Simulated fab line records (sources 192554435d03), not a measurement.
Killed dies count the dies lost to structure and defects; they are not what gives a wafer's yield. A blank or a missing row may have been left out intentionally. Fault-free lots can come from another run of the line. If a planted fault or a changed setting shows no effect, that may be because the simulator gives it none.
Lot-split experiment ; flow n5Finfet ; 21 wafers read across 7 lots, on a route 1938 steps long

## ABOUT THE SPLIT
At N5_BEOL_M7_TRENCH_ETCH_37 (etches SiCOH lowk in C4F6/O2, target depth 93.478 nm, time 31.2 s), the setting biasW was moved away from the recipe's 185 W on 4 of the 21 wafers read, by -11.2% to +17.1%. For the rest of the wafers, this setting stayed at what the recipe calls for.

## FROM THE SPLIT TO THE READING: what the file shows between them, 2 steps
- N5_BEOL_M7_ETCH_41: etches SiCN in CH3F/O2, target depth 31.9 nm, time 57.8 s (also split here: sourceW)
- N5_BEOL_M7_STRIP_80: strips in N2/H2, time 10 s

## THE READING
trenchDepthNm, in nm, at N5_BEOL_M7_OCD_MEAS_38. On this fab line, fault-free wafers typically give 93.7 nm with a standard deviation of 1.2 nm.

wafer;tool, chamber at the split;biasW as run, W;against the recipe;trenchDepthNm, nm;against lot-mates on the recipe
L074.2;rieDiel-02, 0;216.7;+17.1%;98.8;+5.3
L074.3;rieDiel-02, 3;185;recipe;92.7;-
L074.6;rieDiel-02, 1;185;recipe;94.3;-
L078.4;rieDiel-01, 1;185;recipe;94.1;-
L078.5;rieDiel-01, 3;185;recipe;94.4;-
L078.6;rieDiel-01, 2;185;recipe;96.1;-
L080.1;rieDiel-02, 0;203.8;+10.2%;95.5;+2.2
L080.5;rieDiel-02, 3;203.8;+10.2%;94.8;+1.5
L080.6;rieDiel-02, 0;185;recipe;93.3;-
L081.3;rieDiel-02, 1;185;recipe;93.5;-
L081.4;rieDiel-02, 2;185;recipe;93.6;-
L081.5;rieDiel-02, 1;185;recipe;93.9;-
L089.2;rieDiel-01, 0;185;recipe;95.7;-
L089.4;rieDiel-01, 3;185;recipe;93.7;-
L089.5;rieDiel-01, 0;185;recipe;94.6;-
L092.1;rieDiel-01, 1;185;recipe;94.8;-
L092.3;rieDiel-01, 1;164.2;-11.2%;90.4;-3.8
L092.5;rieDiel-01, 3;185;recipe;93.6;-
L095.1;rieDiel-01, 2;185;recipe;94.8;-
L095.2;rieDiel-01, 3;185;recipe;93.3;-
L095.3;rieDiel-01, 1;185;recipe;93.7;-

THE FIT
A straight line over all 21 wafers: trenchDepthNm changes by +0.234 nm for each +1% of biasW; r = +0.81; the points scatter about the line by 0.96 nm.
The same after taking each lot's own level away (the mean of its wafers on the recipe; 21 wafers): +0.277 nm for each +1%; r = +0.90; scatter 0.74 nm.
On that fit, the largest move of biasW shifts the reading by 4.8 nm.
Across the lots, their own levels run from 93.30 to 94.87 nm, a range of 1.3 times the standard deviation given above.
In other words, the slope is changed by the lot-to-lot level; the two fits disagree.
Check: +4.07 nm against its lot-mates is what the line predicts for one of the wafers moved furthest among these (+17.1%) when that wafer is left out of the fit. It came out at +5.3 nm against them.
Tool readings at the split's step, against how far the setting was moved: rfVppV r = +0.98.

## THE OTHER SPLITS THESE WAFERS WENT THROUGH
Before the reading, these wafers also passed through other splits. Each is held against what the fit with the lots' levels taken away leaves over:
other split on the same wafers;wafers away from the commonest value;r with trenchDepthNm (lot level and that fit taken away)
N5_BEOL_M4_SPUTTER_48 timeS;8;-0.10
N5_BEOL_M6_TRENCH_ETCH_37 sourceW;8;+0.06
N5_BEOL_M6_ALD_77 coReactantPulseTimeS;8;+0.02
N5_BEOL_M7_ETCH_41 sourceW;8;-0.05

## THE WHOLE CHAIN: every reading that the file lists as answering this split, in the file's order
step;what it does;reading;change (the file's fit);r (the file's)
N5_BEOL_M7_TRENCH_ETCH_37;etches SiCOH lowk in C4F6/O2, target depth 93.478 nm, time 31.2 s;rfVppV;+5.36 V for each +1% of the setting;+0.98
N5_BEOL_M7_TRENCH_ETCH_37;etches SiCOH lowk in C4F6/O2, target depth 93.478 nm, time 31.2 s;BEOL_M7.featureDepthNm (the simulator's own value, which no gauge read);+0.292 nm for each +1% of the setting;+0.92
N5_BEOL_M7_TRENCH_ETCH_37;etches SiCOH lowk in C4F6/O2, target depth 93.478 nm, time 31.2 s;etch.depthNm (the simulator's own value, which no gauge read);+0.29 nm for each +1% of the setting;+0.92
N5_BEOL_M7_OCD_MEAS_38;;trenchDepthNm;+0.289 nm for each +1% of the setting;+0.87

## THE FILE'S OWN FIT
trenchDepthNm changes by +0.289 nm for each +1% of biasW, r = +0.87.
